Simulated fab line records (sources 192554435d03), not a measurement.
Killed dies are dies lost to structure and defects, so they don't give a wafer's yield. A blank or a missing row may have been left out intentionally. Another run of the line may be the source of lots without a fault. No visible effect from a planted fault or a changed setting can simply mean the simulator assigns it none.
fab line records    flow n5Finfet
record: lots: 7  wafers: 39
route steps=1938 shown DUMMY_GATE@237 SD_ACTIVATION@331
startH: hours from the record's opening day to when the first of the lot's shown wafers began    waitH: how many hours have passed since the lot's step before this one    " the same as in the row above    L1.1+2: one row covering several wafers at once    - value missing, or start not given    * or withheld: withheld    < > ~ a bound
route shown NAME@n: NAME is a module with steps in the file, n the number in the route of the first one    usual: the fault-free wafers' mean and standard deviation    same: alike in all rows    chamber/n: place in a boat    sites: readings site by site    _std_site: their standard deviation    _edge_site: inner sites' mean taken away from outer sites' mean    radiusMm: for every site, how far away it sits from the centre of the wafer    mask NAME#n: copy n    behind: tool/chamber where the wafer was last shaped    hold: reason for holding the lot/hours on hold/outcome of the hold    device: whichever transistor did not switch (one of n, p or np)    end of line: the route-end tests of the same wafers    a step given without rows: its recipe and nothing more    killed: not the wafer's yield, but the dies lost to structure and defects at the first sort    map: a wafer's dies, x killed, . not, _ none there
set.NAME: the setting as run; set.NAME@STEP: as run at that earlier step    model.NAME: the simulator's own value behind a step, which no gauge read
lots with deliberately changed settings; one table per step, one row per wafer
== steps ==
step: N5_DUMMY_GATE_ETCH_37
recipe: chemistry: N2/H2  target: SOC  targetDepthA: 600  overetchA: 300  tempC: 40  ionEnergyEv: 200  pressureMtorr: 30  sourceW: 840  biasW: 150  n2FlowSccm: 200  h2FlowSccm: 200
usual: rfVppV: 523.9/2.3
lot.wafer  tool        chamber  startH  waitH  set.sourceW  rfVppV
L076.1     rieDiel-05  1        67.28   0.0    840          525.1
L076.2     "           2        "       "      718.9        551.3
L076.3     "           0        "       "      840          520.5
L076.4     "           3        "       "      840          525.6
L076.5     "           1        "       "      718.9        553.8
L076.6     "           2        "       "      718.9        549.5
L077.1     rieDiel-01  0        71.32   0.0    967          499.4
L077.2     "           2        "       "      967          500.3
L077.3     "           3        "       "      840          525.5
L077.4     "           3        "       "      840          526.5
L077.5     "           0        "       "      840          522.5
L077.6     "           2        "       "      967          499.3
L080.1     rieDiel-03  2        83.03   0.0    840          525.9
L080.2     "           1        "       "      840          523.4
L080.3     "           3        "       "      840          527.8
L080.4     "           0        "       "      931.2        507.2
L080.5     "           0        "       "      931.2        508.1
L080.6     "           1        "       "      931.2        507.6
L086.2     rieDiel-01  0        120.40  0.0    840          522.6
L086.3     "           1        "       "      840          521.2
L086.4     "           3        "       "      840          525.9
L089.1     rieDiel-05  0        136.92  0.0    840          521.0
L089.2     "           1        "       "      840          525.1
L089.3     "           2        "       "      840          521.3
L089.4     "           3        "       "      840          527.7
L089.5     "           3        "       "      840          526.9
L089.6     "           0        "       "      840          521.2
L094.1     rieDiel-05  3        169.36  0.0    840          525.9
L094.2     "           0        "       "      840          519.9
L094.3     "           1        "       "      899.7        513.3
L094.4     "           2        "       "      899.7        509.4
L094.5     "           3        "       "      840          526.5
L094.6     "           0        "       "      899.7        508.7
L095.1     rieDiel-05  3        172.36  0.0    944.8        505.9
L095.2     "           2        "       "      944.8        501.1
L095.3     "           0        "       "      840          520.4
L095.4     "           1        "       "      840          526.2
L095.5     "           0        "       "      944.8        498.9
L095.6     "           1        "       "      840          525.1
step: N5_DUMMY_GATE_ETCH_31
recipe: chemistry: C4F6/O2  target: SiO2  maskMaterial: SOC  targetDepthA: 825  timeS: 27.5  ionEnergyEv: 250  pressureMtorr: 30  sourceW: 345  biasW: 185  Ar_flow_sccm: 300  C4F6_flow_sccm: 10  O2_flow_sccm: 10
lot.wafer  tool        chamber  startH  waitH  set.targetDepthA  model.etch.depthNm
L076.1     rieDiel-05  2        67.56   0.0    825               82.2
L076.2     "           3        "       "      825               80.38
L076.3     "           0        "       "      762.1             72.06
L076.4     "           1        "       "      762.1             72.5
L076.5     "           0        "       "      825               78.08
L076.6     "           1        "       "      762.1             72.51
L077.1     rieDiel-05  2        71.86   0.1    825               81.81
L077.2     "           1        "       "      825               78.53
L077.3     "           0        "       "      825               78.43
L077.4     "           3        "       "      825               80.46
L077.5     "           2        "       "      825               81.21
L077.6     "           3        "       "      825               80.19
L080.1     rieDiel-05  1        83.46   0.2    825               77.68
L080.2     "           2        "       "      893.6             88.98
L080.3     "           0        "       "      825               78.73
L080.4     "           0        "       "      825               78.08
L080.5     "           1        "       "      893.6             84.48
L080.6     "           2        "       "      893.6             88.69
L086.2     rieDiel-03  3        120.72  0.1    825               82.72
L086.3     "           2        "       "      825               81.18
L086.4     "           1        "       "      825               82.56
L089.1     rieDiel-01  2        137.39  0.2    825               82.24
L089.2     "           0        "       "      825               86.48
L089.3     "           1        "       "      825               81.53
L089.4     "           3        "       "      825               81.16
L089.5     "           2        "       "      825               82.54
L089.6     "           3        "       "      825               80.43
L094.1     rieDiel-05  0        169.64  0.0    753.1             71.73
L094.2     "           2        "       "      825               81.23
L094.3     "           1        "       "      825               77.34
L094.4     "           3        "       "      753.1             72.01
L094.5     "           0        "       "      753.1             72.46
L094.6     "           3        "       "      825               78.74
L095.1     rieDiel-05  0        172.63  0.0    865               82.2
L095.2     "           2        "       "      825               81.41
L095.3     "           3        "       "      825               78.49
L095.4     "           1        "       "      825               76.84
L095.5     "           0        "       "      865               83.36
L095.6     "           3        "       "      865               83.05
step: N5_DUMMY_GATE_ETCH_32
recipe: chemistry: CF4  target: SiO2  targetDepthA: 35  timeS: 3.9  ionEnergyEv: 350  pressureMtorr: 10  icpW: 800  biasW: 400  cf4FlowSccm: 80
lot.wafer  tool      chamber  startH  waitH  set.timeS  model.etch.depthNm
L076.1     rieSi-06  0        67.81   0.1    4.643      4.172
L076.2     "         1        "       "      4.643      4.345
L076.3     "         3        "       "      3.9        3.682
L076.4     "         2        "       "      3.9        3.518
L076.5     "         2        "       "      3.9        3.52
L076.6     "         1        "       "      4.643      4.361
L077.1     rieSi-06  0        72.11   0.1    3.9        3.49
L077.2     "         3        "       "      4.388      4.107
L077.3     "         1        "       "      3.9        3.597
L077.4     "         2        "       "      4.388      3.914
L077.5     "         2        "       "      3.9        3.504
L077.6     "         1        "       "      4.388      4.098
L080.1     rieSi-04  0        83.70   0.1    3.9        3.608
L080.2     "         1        "       "      4.586      3.88
L080.3     "         2        "       "      4.586      4.267
L080.4     "         3        "       "      3.9        3.534
L080.5     "         3        "       "      3.9        3.503
L080.6     "         2        "       "      4.586      4.268
L086.2     rieSi-05  3        120.96  0.1    3.9        3.464
L086.3     "         2        "       "      3.9        3.703
L086.4     "         1        "       "      3.9        3.437
L089.1     rieSi-04  1        137.63  0.1    3.127      2.647
L089.2     "         0        "       "      3.9        3.595
L089.3     "         2        "       "      3.127      2.933
L089.4     "         3        "       "      3.127      2.824
L089.5     "         3        "       "      3.9        3.502
L089.6     "         2        "       "      3.9        3.631
L094.1     rieSi-06  0        169.88  0.1    3.9        3.49
L094.2     "         3        "       "      3.617      3.374
L094.3     "         2        "       "      3.617      3.216
L094.4     "         1        "       "      3.9        3.56
L094.5     "         2        "       "      3.617      3.217
L094.6     "         3        "       "      3.9        3.641
L095.1     rieSi-06  3        172.88  0.1    3.9        3.639
L095.2     "         2        "       "      3.9        3.536
L095.3     "         0        "       "      3.9        3.562
L095.4     "         1        "       "      3.9        3.642
L095.5     "         2        "       "      3.9        3.492
L095.6     "         3        "       "      3.9        3.683
step: N5_SD_ACTIVATION_LSA_01
recipe: tempC: 1080  timeS: 0.0008  ambient: N2
usual: wafer_temp_C_max: 1084.2/1
lot.wafer  tool            chamber  startH  waitH  set.tempC  wafer_temp_C_max
L076.1     laserAnneal-02  0        78.61   0.2    1080       1083.1
L076.2     "               0        "       "      1080       1083.4
L076.3     "               0        "       "      1073       1077.8
L076.4     "               0        "       "      1080       1082.0
L076.5     "               0        "       "      1073       1075.8
L076.6     "               0        "       "      1073       1076.4
L077.1     laserAnneal-01  0        82.91   0.2    1080       1084.2
L077.2     "               0        "       "      1095       1098.9
L077.3     "               0        "       "      1080       1085.5
L077.4     "               0        "       "      1080       1084.0
L077.5     "               0        "       "      1095       1099.2
L077.6     "               0        "       "      1095       1098.2
L080.1     laserAnneal-01  0        95.26   0.2    1086       1090.3
L080.2     "               0        "       "      1080       1084.1
L080.3     "               0        "       "      1080       1085.1
L080.4     "               0        "       "      1080       1084.9
L080.5     "               0        "       "      1086       1091.3
L080.6     "               0        "       "      1086       1091.0
L086.2     laserAnneal-02  0        133.34  0.2    1080       1082.8
L086.3     "               0        "       "      1080       1082.9
L086.4     "               0        "       "      1080       1083.0
L089.1     laserAnneal-01  0        148.19  0.2    1095       1099.9
L089.2     "               0        "       "      1095       1101.6
L089.3     "               0        "       "      1080       1085.4
L089.4     "               0        "       "      1095       1100.1
L089.5     "               0        "       "      1080       1084.9
L089.6     "               0        "       "      1080       1085.7
L094.1     laserAnneal-02  0        181.45  0.2    1080       1084.1
L094.2     "               0        "       "      1064       1065.9
L094.3     "               0        "       "      1080       1083.1
L094.4     "               0        "       "      1080       1083.7
L094.5     "               0        "       "      1064       1067.6
L094.6     "               0        "       "      1064       1067.0
L095.1     laserAnneal-01  0        183.99  0.2    1093       1097.8
L095.2     "               0        "       "      1080       1083.8
L095.3     "               0        "       "      1093       1096.9
L095.4     "               0        "       "      1080       1085.2
L095.5     "               0        "       "      1080       1084.8
L095.6     "               0        "       "      1093       1099.1
== key ==
split: step: N5_DUMMY_GATE_ETCH_37  setting: sourceW  stated: 840  by: wafer
response: step: N5_DUMMY_GATE_ETCH_37  reading: rfVppV  change: -1.77  per: 1%  r: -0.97
split: step: N5_DUMMY_GATE_ETCH_31  setting: targetDepthA  stated: 825  by: wafer
response: step: N5_DUMMY_GATE_ETCH_31  reading: model.etch.depthNm  change: +0.958  per: 1%  r: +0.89
split: step: N5_DUMMY_GATE_ETCH_32  setting: timeS  stated: 3.9  by: wafer
response: step: N5_DUMMY_GATE_ETCH_32  reading: model.etch.depthNm  change: +0.0376  per: 1%  r: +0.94
split: step: N5_SD_ACTIVATION_LSA_01  setting: tempC  stated: 1080  by: wafer
response: step: N5_SD_ACTIVATION_LSA_01  reading: wafer_temp_C_max  change: *  per: 1%  r: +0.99
